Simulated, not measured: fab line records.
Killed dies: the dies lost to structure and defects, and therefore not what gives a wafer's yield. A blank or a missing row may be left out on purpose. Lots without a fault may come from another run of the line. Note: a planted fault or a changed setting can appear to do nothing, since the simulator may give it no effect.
The tool behind it: which one? -- flow n5Finfet -- 36 wafers sampled from 12 lots at 1 step of a route of 1938

WHAT THE GAUGES READ, wafer by wafer
N5_BEOL_M3_OVL_MEAS_12.
lot,measured,on,M3_OVL (nm)
L075,day 7 03:46,overlay-02,1.0 -0.3 -0.2
L077,day 7 18:41,overlay-01,-0.6 0.3 -0.2
L080,day 8 12:09,overlay-02,-0.4 0.4 -0.4
L081,day 8 15:56,overlay-02,-0.1 0.6 0.0
L083,day 9 06:02,overlay-02,-0.6 -0.3 -0.8
L086,day 10 02:32,overlay-01,0.0 0.2 -0.8
L087,day 10 09:05,overlay-02,-1.0 -0.1 -0.7
L089,day 10 16:58,overlay-02,-0.1 1.0 0.4
L091,day 11 13:34,overlay-01,0.2 0.0 -0.1
L093,day 11 21:37,overlay-02,0.0 -0.7 0.1
L095,day 12 00:01,overlay-02,0.8 0.6 -0.2
L097,day 12 16:01,overlay-02,-0.8 -0.1 -0.3

WHICH TOOL RAN EACH LOT (tool, then ch and the chambers of the sampled wafers, then the start)
Before these readings, the record contains no process step.

THE ANSWER, worked out from the rows above alone
Rule: usual is defined by the lots themselves. The widest of any qualifying gaps counts: lots, ordered by their means at a reading, are off when they make up no more than a third of the lots, leave a main group of 4 or more, and stand apart from it by 3 or more times the standard deviation of that group's means. The tables above print the reading to a certain number of digits; a main group whose means all agree to those digits is not used. A lot without any number at a reading at which 4 lots or more have one is off too. Where the step has rows for the other lots, those lots are counted as sound.
Nothing can be told from this: no lot is off at any reading shown.

WHAT WAS PUT IN BY THE SIMULATOR
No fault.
